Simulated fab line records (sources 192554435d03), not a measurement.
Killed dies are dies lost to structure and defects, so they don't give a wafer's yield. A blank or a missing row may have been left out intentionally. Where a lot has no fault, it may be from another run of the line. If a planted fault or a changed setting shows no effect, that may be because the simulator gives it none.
Matching of chambers || flow n5Finfet || N5_GATE_CUT_CMP_02 on cmp-04 has 4 sister chambers
The step polishes, stops on SiO2, t overpolish 12.7 s, target thk 0 nm. 7 wafers are shown with their chamber, then 8 later ones without.

== WAFERS, EACH WITH ITS CHAMBER ==
{"wafer": "L077.3", "chamber": 0, "motorCurrentA (A)": 8.3, "timeToEndpointS (s)": 31}
{"wafer": "L080.2", "chamber": 2, "motorCurrentA (A)": 7.7, "timeToEndpointS (s)": 28}
{"wafer": "L080.6", "chamber": 2, "motorCurrentA (A)": 8.1, "timeToEndpointS (s)": 29}
{"wafer": "L082.1", "chamber": 1, "motorCurrentA (A)": 8.9, "timeToEndpointS (s)": 28}
{"wafer": "L082.2", "chamber": 3, "motorCurrentA (A)": 9.4, "timeToEndpointS (s)": 26}
{"wafer": "L082.4", "chamber": 0, "motorCurrentA (A)": 7.9, "timeToEndpointS (s)": 27}
{"wafer": "L085.4", "chamber": 1, "motorCurrentA (A)": 9.1, "timeToEndpointS (s)": 29}

== WAFERS MISSING THEIR CHAMBER ==
{"wafer": "L085.5", "motorCurrentA (A)": 8.8, "timeToEndpointS (s)": 30}
{"wafer": "L085.6", "motorCurrentA (A)": 7.4, "timeToEndpointS (s)": 27}
{"wafer": "L091.1", "motorCurrentA (A)": 9.1, "timeToEndpointS (s)": 33}
{"wafer": "L091.3", "motorCurrentA (A)": 7.9, "timeToEndpointS (s)": 27}
{"wafer": "L091.5", "motorCurrentA (A)": 8.0, "timeToEndpointS (s)": 30}
{"wafer": "L096.1", "motorCurrentA (A)": 8.7, "timeToEndpointS (s)": 29}
{"wafer": "L096.2", "motorCurrentA (A)": 8.4, "timeToEndpointS (s)": 25}
{"wafer": "L096.5", "motorCurrentA (A)": 7.7, "timeToEndpointS (s)": 26}

== CHAMBER TAKEN BY EACH ==
{"wafer": "L085.5", "from the rows above": "can't be placed: 1 or 0", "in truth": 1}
{"wafer": "L085.6", "from the rows above": "can't be placed: 2 or 0", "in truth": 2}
{"wafer": "L091.1", "from the rows above": "can't be placed: 1 or 3", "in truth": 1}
{"wafer": "L091.3", "from the rows above": "can't be placed: 2 or 0", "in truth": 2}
{"wafer": "L091.5", "from the rows above": "can't be placed: 0 or 2", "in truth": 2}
{"wafer": "L096.1", "from the rows above": "can't be placed: 1 or 0", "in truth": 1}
{"wafer": "L096.2", "from the rows above": "can't be placed: 0 or 2 or 1 or 3", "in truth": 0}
{"wafer": "L096.5", "from the rows above": "can't be placed: 2 or 0", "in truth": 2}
Correctly placed: 0 of 8. Can't be placed from these rows: 8 (the true chamber is among the candidates in 8). Number placed wrongly: 0.
How it was worked out, from the rows above alone: a wafer's distance from a chamber is the root of the sum, over the readings, of the square of ((its reading less the chamber's mean) divided by the reading's scatter). The wafer belongs to the nearest chamber; if the next one is less than 2 further off, it can't be placed. Each chamber's mean is taken over the wafers shown for it. The scatter is the square root of a quotient: the sum, over the shown wafers, of each reading's squared deviation from its chamber's mean, divided by wafers minus chambers.
